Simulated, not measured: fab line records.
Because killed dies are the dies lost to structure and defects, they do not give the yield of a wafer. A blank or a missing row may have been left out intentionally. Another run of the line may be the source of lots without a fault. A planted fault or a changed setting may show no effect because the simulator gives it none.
Chamber matching ; flow n5Finfet ; N5_BEOL_M11_ETCH_62 on rieDiel-03: 4 sister chambers
The step etches SOC in N2/H2, target depth 110 nm, overetch 22 nm, time 165 s. 20 wafers are shown with their chamber, then 10 later ones without.

== WAFERS WITH THEIR CHAMBER ==
wafer;chamber;drypumpMotorCurrentA (A);showerheadPlenumPTorr (Torr);throttleValvePct (%)
L075.2;0;5.9;2.57;17.93
L075.5;0;5.9;2.57;17.94
L075.6;3;5.6;2.52;17.87
L079.1;3;5.6;2.52;17.88
L079.3;2;6.1;2.61;18.10
L079.4;1;6.1;2.52;17.87
L081.1;3;5.6;2.52;17.88
L081.3;1;6.1;2.52;17.89
L081.4;2;6.1;2.61;18.12
L083.1;0;5.9;2.56;17.98
L083.4;1;6.1;2.52;17.89
L083.5;0;5.9;2.56;17.98
L085.2;0;5.9;2.56;17.99
L085.3;1;6.1;2.52;17.90
L085.4;1;6.1;2.51;17.89
L088.1;1;6.1;2.51;17.90
L088.2;0;5.9;2.56;18.01
L088.5;1;6.1;2.51;17.90
L092.2;1;6.1;2.51;17.92
L092.4;3;5.7;2.51;17.94

SIGNATURES (averages over the wafers above)
reading;chamber 0;chamber 1;chamber 2;chamber 3;scatter within a chamber
drypumpMotorCurrentA;5.900;6.100;6.100;5.625;0.0217
showerheadPlenumPTorr;2.5633;2.5150;2.6100;2.5175;0.00505
throttleValvePct;17.9717;17.8950;18.1100;17.8925;0.0242
Rule: distance of a wafer from a chamber = root of the sum over the readings of ((wafer's reading minus chamber's mean) / reading's scatter) squared. If the next closest chamber is less than 2 further off than the closest, the wafer can't be placed; otherwise it belongs to the closest. The scatter: take each reading less its chamber's mean, square it, sum over the shown wafers, divide by the number of wafers less the number of chambers, and take the root.

== WAFERS WITH NO CHAMBER GIVEN ==
wafer;drypumpMotorCurrentA (A);showerheadPlenumPTorr (Torr);throttleValvePct (%)
L092.5;6.1;2.61;17.73
L094.2;5.9;2.55;18.00
L094.3;6.1;2.51;17.93
L094.5;5.9;2.55;18.00
L095.1;6.1;2.60;17.74
L095.4;5.6;2.50;17.94
L095.6;5.9;2.55;18.01
L096.2;6.1;2.60;17.74
L096.4;5.6;2.50;17.94
L096.5;5.9;2.55;18.02

== WHICH CHAMBER EACH WENT THROUGH ==
wafer;from the rows above;in truth
L092.5;can't be placed: 2 or 0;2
L094.2;0;0
L094.3;1;1
L094.5;0;0
L095.1;can't be placed: 0 or 2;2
L095.4;3;3
L095.6;0;0
L096.2;can't be placed: 0 or 2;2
L096.4;3;3
L096.5;0;0
Correctly placed: 7 of 10. From these rows, 3 cannot be placed; in 3 the true chamber is one of the candidates. Number placed wrongly: 0.
